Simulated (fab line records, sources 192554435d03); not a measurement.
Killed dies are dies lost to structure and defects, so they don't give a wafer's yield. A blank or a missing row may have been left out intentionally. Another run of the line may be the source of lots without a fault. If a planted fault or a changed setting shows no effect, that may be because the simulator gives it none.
fab line records	flow n5Finfet	part 2 of 2: steps 20 to 29 of 29
record lots=5	wafers=15	lastDay=16
route steps=1938 shown BEOL_M0_SAQP@676 BEOL_M0_CUTY@701
lots untouched by any fault: they come from a run of this same line in which no faults occurred
startH: the number of hours between the record's first day and the start of the first shown wafer of the lot	waitH: how many hours have passed since the lot's step before this one	" unchanged from the row above	L1.1+2: a single row standing in for several wafers	- either no value or no given start	* or withheld: withheld	< > ~ a bound
route shown NAME@n: names a module that has steps shown in the file, with the first one's number in the route	usual: mean and standard deviation over wafers with no fault	same: alike in all rows	chamber/n: place in a boat	sites: per-site readings	_std_site: standard deviation across them	_edge_site: outer sites' mean less inner sites'	radiusMm: for every site, how far away it sits from the centre of the wafer	mask NAME#n: copy n	behind: the last tool/chamber to shape the wafer	hold: cause of the lot's hold/its duration in hours/its outcome	device: transistor that didn't switch, given as n, p or np	end of line: at the end of the route, the tests of the same wafers	step lacking rows: just its recipe	killed: at the first sort, the dies lost to defects and structure; wafer yield is something else	map: shows each die of a wafer: x if killed, . if not, _ if none is there
set.NAME: the run value of the setting; set.NAME@STEP: its run value at that earlier step	model.NAME: the simulator's own value behind a step, which no gauge read
lots seen at some steps along the route; tables by step, rows by wafer
services: a tool's chamber out of use, with start hour (startH, from the record's first day; less than 0 if before it), hours out, and reason
## steps
# step N5_BEOL_M0_SAQP_CUT_ETCH_46
# recipe chemistry=N2/H2	target=SOC	targetDepthA=1350	overetchA=270	tempC=40	timeS=202.5	ionEnergyEv=200	maskMaterial=SiARC	pressureMtorr=30	sourceW=840	biasW=150	n2FlowSccm=200	h2FlowSccm=200
# usual drypumpMotorCurrentA=6.0/0.45	rfVppV=524/3.2	showerheadPlenumPTorr=2.53/0.11	tempC=40.01/0.11	throttleValvePct=17.90/0.27
lot.wafer	tool	chamber	startH	waitH	drypumpMotorCurrentA	rfHoursCounterH	rfVppV	showerheadPlenumPTorr	tempC	throttleValvePct
L077.1	rieDiel-03	0	134.23	0.0	5.8	139	526	2.65	40.12	18.14
L077.5	"	2	"	"	6.2	-	526	2.63	40.03	17.87
L077.6	"	1	"	"	6.8	-	519	2.41	40.03	18.04
L081.1	rieDiel-06	0	154.75	0.0	6.5	177	522	2.44	40.15	17.54
L081.3	"	3	"	"	5.9	118	517	2.35	40.06	17.59
L081.5	"	3	"	"	5.9	-	518	2.35	40.07	17.59
L082.1	rieDiel-06	0	162.17	0.0	6.5	179	521	2.44	40.17	17.53
L082.4	"	3	"	"	5.9	121	520	2.35	39.95	17.57
L082.5	"	1	"	"	6.5	-	529	2.71	40.19	17.78
L087.4	rieDiel-06	2	195.86	0.0	5.7	249	522	2.48	40.07	18.25
L087.5	"	1	"	"	6.5	-	528	2.71	39.94	17.79
L087.6	"	0	"	"	6.5	-	521	2.43	40.05	17.57
L092.1	rieDiel-01	0	226.58	0.0	5.5	238	523	2.52	39.82	18.14
L092.3	"	2	"	"	5.4	200	525	2.64	40.05	18.02
L092.5	"	1	"	"	5.5	-	526	2.58	39.94	17.67
# step N5_BEOL_M0_SAQP_STRIP_74
# recipe chemistry=N2/H2	tempC=40	n2FlowSccm=200	h2FlowSccm=200	rfFrequencyHz=6e+07
lot.wafer	tool	chamber	startH	waitH
L077.1+5+6	rieDiel-03	0,2,1	134.39	0.1
L081.1+3+5	rieDiel-06	0,3,3	154.91	0.1
L082.1+4+5	rieDiel-06	0,3,1	162.33	0.1
L087.4+5+6	rieDiel-06	2,1,0	196.02	0.1
L092.1+3+5	rieDiel-01	0,2,1	226.73	0.1
# step N5_BEOL_M0_SAQP_STRIP_89
# recipe chemistry=N2/H2	tempC=40	n2FlowSccm=200	h2FlowSccm=200	rfFrequencyHz=6e+07
lot.wafer	tool	chamber	startH	waitH
L077.1+5+6	rieDiel-03	0,2,1	134.40	0.0
L081.1+3+5	rieDiel-06	0,3,3	154.92	0.0
L082.1+4+5	rieDiel-06	0,3,1	162.34	0.0
L087.4+5+6	rieDiel-06	2,1,0	196.03	0.0
L092.1+3+5	rieDiel-01	0,2,1	226.74	0.0
# step N5_BEOL_M0_SAQP_ALD_48
# recipe material=SiO2	targetThkA=200	tempC=100	aldPrecursorFamily=BDEAS	aldCoReactant=O2-plasma	pulseTimeS=1	coReactantPulseTimeS=1	purgeTimeS=2	coReactantPurgeTimeS=2	aldCycles=139	pressureTorr=2
# usual heaterPowerW=78/5.8	precursorPulseHeightRel=1.000/0.02
lot.wafer	tool	chamber	startH	waitH	heaterPowerW	precursorPulseHeightRel
L077.1	aldSin-04	0	134.44	0.0	76	1.012
L077.5	"	0	"	"	77	1.017
L077.6	"	3	"	"	83	1.006
L081.1	aldSin-03	1	155.53	0.6	68	0.993
L081.3	"	0	"	"	80	1.027
L081.5	"	0	"	"	81	1.024
L082.1	aldSin-02	2	162.37	0.0	73	1.024
L082.4	"	1	"	"	81	0.988
L082.5	"	1	"	"	79	1.010
L087.4	aldSin-04	3	196.32	0.3	82	0.979
L087.5	"	2	"	"	73	1.008
L087.6	"	0	"	"	78	0.952
L092.1	aldSin-03	2	226.78	0.0	82	1.010
L092.3	"	1	"	"	69	0.998
L092.5	"	0	"	"	80	0.979
# step N5_BEOL_M0_SAQP_ETCH_49
# recipe chemistry=CF4/O2	targetDepthA=370	target=SiO2	pressureMtorr=40	sourceW=535	biasW=49	Ar_flow_sccm=100	cf4FlowSccm=100	O2_flow_sccm=10	ionEnergyEv=100
# usual drypumpMotorCurrentA=6.0/0.45	mfcArSccm=100.06/0.29	oesProductAu=0.77/0.081	rfVppV=239/7.8	showerheadPlenumPTorr=2.19/0.093	throttleValvePct=15.9/0.31
lot.wafer	tool	chamber	startH	waitH	drypumpMotorCurrentA	mfcArSccm	oesProductAu	rfHoursCounterH	rfVppV	showerheadPlenumPTorr	throttleValvePct
L077.1	rieDiel-06	1	134.96	0.3	6.5	100.11	0.91	23	243	2.33	15.7
L077.5	"	1	"	"	6.5	99.68	0.92	-	243	2.33	15.7
L077.6	"	2	"	"	5.6	99.72	0.71	-	243	2.17	16.3
L081.1	rieDiel-06	0	156.05	0.3	6.6	100.70	0.76	177	230	2.11	15.6
L081.3	"	3	"	"	5.8	100.23	0.80	119	228	2.05	15.5
L081.5	"	2	"	"	5.6	99.81	0.71	-	243	2.17	16.4
L082.1	rieDiel-06	1	162.90	0.3	6.5	100.00	0.90	30	243	2.33	15.7
L082.4	"	2	"	"	5.6	99.71	0.70	241	242	2.16	16.3
L082.5	"	0	"	"	6.5	100.18	0.75	-	233	2.11	15.6
L087.4	rieDiel-01	2	196.62	0.1	5.4	100.02	0.73	189	244	2.27	16.0
L087.5	"	1	"	"	5.5	99.61	0.98	-	237	2.26	15.8
L087.6	"	2	"	"	5.4	100.12	0.73	-	242	2.27	16.0
L092.1	rieDiel-03	0	227.30	0.3	5.7	99.60	0.75	171	247	2.28	16.2
L092.3	"	1	"	"	6.8	100.19	0.67	213	237	2.10	16.2
L092.5	"	0	"	"	5.8	100.25	0.74	-	248	2.28	16.2
# step N5_BEOL_M0_SAQP_STRIP_75
# recipe chemistry=CF4	resist=SiARC	powerW=300	biasPowerW=75	pressureMtorr=50	cf4FlowSccm=150	rfFrequencyHz=6e+07
# usual drypumpMotorCurrentA=6.0/0.45	oesProductAu=0.177/0.018	rfVppV=270.8/1.9	showerheadPlenumPTorr=1.77/0.077	throttleValvePct=13.6/0.32
lot.wafer	tool	chamber	startH	waitH	drypumpMotorCurrentA	oesProductAu	rfHoursCounterH	rfVppV	showerheadPlenumPTorr	throttleValvePct
L077.1	rieDiel-06	1	135.06	0.1	6.5	0.199	23	273.5	1.88	13.4
L077.5	"	1	"	"	6.5	0.205	-	273.0	1.88	13.3
L077.6	"	2	"	"	5.6	0.166	-	270.6	1.75	14.0
L081.1	rieDiel-06	0	156.15	0.1	6.5	0.182	177	268.6	1.71	13.3
L081.3	"	3	"	"	5.8	0.181	119	268.3	1.66	13.3
L081.5	"	2	"	"	5.6	0.160	-	269.8	1.75	14.1
L082.1	rieDiel-06	1	163.00	0.1	6.5	0.208	30	274.0	1.88	13.4
L082.4	"	2	"	"	5.6	0.164	241	270.3	1.75	14.1
L082.5	"	0	"	"	6.5	0.168	-	269.6	1.71	13.3
L087.4	rieDiel-01	2	196.72	0.1	5.4	0.165	189	272.7	1.84	13.7
L087.5	"	1	"	"	5.5	0.229	-	271.2	1.83	13.5
L087.6	"	2	"	"	5.4	0.164	-	273.0	1.84	13.7
L092.1	rieDiel-03	0	227.40	0.1	5.8	0.180	171	271.7	1.85	13.9
L092.3	"	1	"	"	6.8	0.159	213	269.0	1.71	14.0
L092.5	"	0	"	"	5.8	0.176	-	271.7	1.85	13.9
# step N5_BEOL_M0_CUTY_COAT_50
# recipe resist=SiARC	tempC=220	timeS=60	spinRpm=1500	resistThkNm=15
# usual plateTempC=220.00/0.15
lot.wafer	tool	chamber	startH	waitH	plateTempC
L077.1	lithoTrack-01	0	135.10	0.0	220.00
L077.5	"	0	"	"	220.11
L077.6	"	0	"	"	220.02
L081.1	lithoTrack-01	0	156.20	0.0	220.11
L081.3	"	0	"	"	219.69
L081.5	"	0	"	"	219.96
L082.1	lithoTrack-04	0	163.04	0.0	220.04
L082.4	"	0	"	"	219.99
L082.5	"	0	"	"	220.11
L087.4	lithoTrack-05	0	196.76	0.0	219.97
L087.5	"	0	"	"	220.08
L087.6	"	0	"	"	220.07
L092.1	lithoTrack-05	0	227.45	0.0	220.33
L092.3	"	0	"	"	220.11
L092.5	"	0	"	"	220.20
# step N5_BEOL_M0_CUTY_COAT_51
# recipe resist=CAR-ArF-block	spinRpm=1500	resistThkNm=150
lot.wafer	tool	chamber	startH	waitH
L077.1+5+6	lithoTrack-01	0	-	-
L081.1+3+5	lithoTrack-01	0	-	-
L082.1+4+5	lithoTrack-04	0	-	-
L087.4+5+6	lithoTrack-05	0	-	-
L092.1+3+5	lithoTrack-05	0	-	-
# step N5_BEOL_M0_CUTY_EBR_52
# recipe solvent=PGMEA	ebrWidthMm=1.5
lot.wafer	tool	chamber	startH	waitH
L077.1+5+6	lithoTrack-01	0	-	-
L081.1+3+5	lithoTrack-01	0	-	-
L082.1+4+5	lithoTrack-04	0	-	-
L087.4+5+6	lithoTrack-05	0	-	-
L092.1+3+5	lithoTrack-05	0	-	-
# step N5_BEOL_M0_CUTY_SOFTBAKE_53
# recipe tempC=110	timeS=60	resist=CAR-ArF-block
# usual plateTempC=110.00/0.14
lot.wafer	tool	chamber	startH	waitH	plateTempC
L077.1	lithoTrack-01	0	-	-	110.01
L077.5	"	0	"	"	109.98
L077.6	"	0	"	"	109.81
L081.1	lithoTrack-01	0	-	-	110.02
L081.3	"	0	"	"	109.95
L081.5	"	0	"	"	110.04
L082.1	lithoTrack-04	0	-	-	110.09
L082.4	"	0	"	"	110.21
L082.5	"	0	"	"	110.19
L087.4	lithoTrack-05	0	-	-	110.27
L087.5	"	0	"	"	110.10
L087.6	"	0	"	"	110.14
L092.1	lithoTrack-05	0	-	-	109.99
L092.3	"	0	"	"	110.12
L092.5	"	0	"	"	109.98
## services
tool	chamber	startH	hours	kind
aldSin-02	0	109.50	4.8	repair
euvScanner-01	-	114.20	1.0	pm
rieDiel-01	0	116.14	1.5	repair
rieDiel-01	2	127.11	6.6	repair
euvScanner-02	-	128.72	1.0	pm
rieDiel-03	2	140.26	5.8	repair
rieDiel-06	1	154.34	5.2	repair
euvScanner-01	-	168.97	1.0	pm
rieDiel-01	1	176.55	-	clean
rieDiel-01	1	176.55	-	consumableReplace:focusRing
aldSin-04	-	176.75	14.0	pm
euvScanner-02	-	184.87	1.0	pm
aldSin-04	1	192.98	15.2	repair
euvScanner-02	-	197.64	4.6	pm
rieDiel-06	2	198.77	-	clean
rieDiel-06	2	198.77	-	consumableReplace:focusRing
rieDiel-06	2	198.77	24.8	scheduledDown
rieDiel-06	2	198.77	24.8	ventCycle
rieDiel-06	-	199.41	3.9	repair
aldSin-04	-	202.80	6.1	pm
aldSin-02	3	203.22	5.7	repair
rieDiel-01	3	207.40	19.4	repair
lithoTrack-05	-	214.03	-	consumableReplace:filter
euvScanner-01	-	221.35	4.6	pm
